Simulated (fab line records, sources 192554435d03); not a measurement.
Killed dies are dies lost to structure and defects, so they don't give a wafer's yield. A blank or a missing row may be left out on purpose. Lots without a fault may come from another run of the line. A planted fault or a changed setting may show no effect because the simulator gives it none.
Chamber matching | flow n5_finfet | N5_BEOL_M9_CURE_71 on uv_cure-01: 3 sister chambers
The step cures SiCOH lowk, time 240 s. 3 wafers are shown with their chamber, then 8 later ones without.

WAFERS WITH THEIR CHAMBER
wafer  | chamber | wafer_temp_C_max
L084.6 | 1       | 387.0
L092.6 | 2       | 386.2
L095.2 | 0       | 386.7

WAFERS WITHOUT THEIR CHAMBER
wafer  | wafer_temp_C_max
L095.4 | 386.9
L095.5 | 386.2
L096.3 | 386.0
L096.4 | 386.1
L096.5 | 386.4
L097.1 | 385.8
L097.3 | 385.7
L097.4 | 386.1

WHICH CHAMBER EACH WENT THROUGH
wafer  | from the rows above          | in truth
L095.4 | can't be placed: 1 or 0      | 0
L095.5 | can't be placed: 2 or 0      | 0
L096.3 | can't be placed: 2 or 0      | 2
L096.4 | can't be placed: 2 or 0      | 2
L096.5 | can't be placed: 2 or 0 or 1 | 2
L097.1 | can't be placed: 2 or 0      | 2
L097.3 | can't be placed: 2 or 0      | 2
L097.4 | can't be placed: 2 or 0      | 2
Placed correctly: 0 of 8. Can't be placed from these rows: 8 (the true chamber is among the candidates in 8). Placed wrongly: 0.
How it was worked out, from the rows above alone: a wafer's distance from a chamber is the root of the sum, over the readings, of the square of ((its reading less the chamber's mean) divided by the reading's scatter). The wafer belongs to the nearest chamber; if the next one is less than 2 further off, it can't be placed. A chamber's mean is the mean of its shown wafers. The scatter: with one shown wafer a chamber, the root of the mean of the squares of how far each hidden wafer lies from its nearest shown one.
